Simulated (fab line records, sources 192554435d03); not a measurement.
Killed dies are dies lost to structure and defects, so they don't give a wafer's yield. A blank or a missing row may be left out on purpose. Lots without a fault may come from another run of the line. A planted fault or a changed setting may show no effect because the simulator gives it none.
Split-lot experiment | flow n5_finfet | 7 lots, 21 wafers read, on a route of 1938 steps

THE SPLIT
At N5_MOL_CONTACT_COAG_CONTACT_ETCH_14 (etches SiO2 in C4F6/O2, target depth 27.5 nm, overetch 8.5 nm, time 20 s), the setting source_w was moved away from the recipe's 370 W on 4 of the 21 wafers read, by -6.0% to +9.3%. The other wafers ran this setting at the recipe's value.

The reading is taken at the split's own step.

THE READING
rf_vpp_V, in V, at N5_MOL_CONTACT_COAG_CONTACT_ETCH_14 (etches SiO2 in C4F6/O2, target depth 27.5 nm, overetch 8.5 nm, time 20 s). Fault-free wafers of this fab line usually give 693 V, standard deviation 3.4 V.

wafer  | tool, chamber at the split | source_w as run, W | against the recipe | rf_vpp_V, V | against lot-mates on the recipe
L074.1 | rie_diel-03, 0             | 370                | recipe             | 697         | -
L074.4 | rie_diel-03, 2             | 370                | recipe             | 688         | -
L074.5 | rie_diel-03, 2             | 370                | recipe             | 692         | -
L075.3 | rie_diel-03, 1             | 370                | recipe             | 695         | -
L075.4 | rie_diel-03, 0             | 370                | recipe             | 697         | -
L075.5 | rie_diel-03, 3             | 370                | recipe             | 690         | -
L085.2 | rie_diel-03, 0             | 347.7              | -6.0%              | 710         | +17
L085.3 | rie_diel-03, 1             | 370                | recipe             | 693         | -
L085.4 | rie_diel-03, 2             | 347.7              | -6.0%              | 710         | +17
L086.2 | rie_diel-06, 1             | 370                | recipe             | 699         | -
L086.3 | rie_diel-06, 0             | 370                | recipe             | 694         | -
L086.4 | rie_diel-06, 2             | 370                | recipe             | 694         | -
L089.2 | rie_diel-04, 3             | 404.5              | +9.3%              | 668         | -22
L089.4 | rie_diel-04, 0             | 370                | recipe             | 690         | -
L089.5 | rie_diel-04, 0             | 404.5              | +9.3%              | 672         | -18
L095.3 | rie_diel-06, 3             | 370                | recipe             | 698         | -
L095.4 | rie_diel-06, 3             | 370                | recipe             | 699         | -
L095.5 | rie_diel-06, 1             | 370                | recipe             | 698         | -
L096.3 | rie_diel-03, 0             | 370                | recipe             | 697         | -
L096.5 | rie_diel-03, 0             | 370                | recipe             | 696         | -
L096.6 | rie_diel-03, 1             | 370                | recipe             | 695         | -

THE FIT
A straight line over all 21 wafers: rf_vpp_V changes by -2.62 V for each +1% of source_w; r = -0.95; the points scatter about the line by 3.1 V.
The same after taking each lot's own level away (the mean of its wafers on the recipe; 21 wafers): -2.36 V for each +1%; r = -0.96; scatter 2.4 V.
On that fit, the largest move of source_w shifts the reading by 22 V.
The lots' own levels span 690.0 to 698.3 V, that is 2.5 times the standard deviation above.
So the lot-to-lot level changes the slope: the two fits differ.
Check: with one of the wafers moved furthest among these (+9.3%) left out of the fit, the line predicts -21.2 V for it against its lot-mates. It came out at -22 V against them.
Tool readings at the split's step, against how far the setting was moved: rf_vpp_V r = -0.95.

OTHER SPLITS ON THESE WAFERS
These wafers also went through other splits before the reading. Each is held against what the fit with the lots' levels taken away leaves over:
other split on the same wafers      | wafers away from the commonest value | r with rf_vpp_V (lot level and that fit taken away)
N5_HKMG_FIN_COAT_06 spin_rpm        | 8                                    | +0.15
N5_HKMG_FIN_EXPOSE_09 dose_mj       | 5                                    | +0.47
N5_MOL_CONTACT_COAG_ETCH_105 bias_w | 8                                    | +0.00

THE FILE'S OWN FIT
rf_vpp_V changes by -2.35 V for each +1% of source_w, r = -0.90.
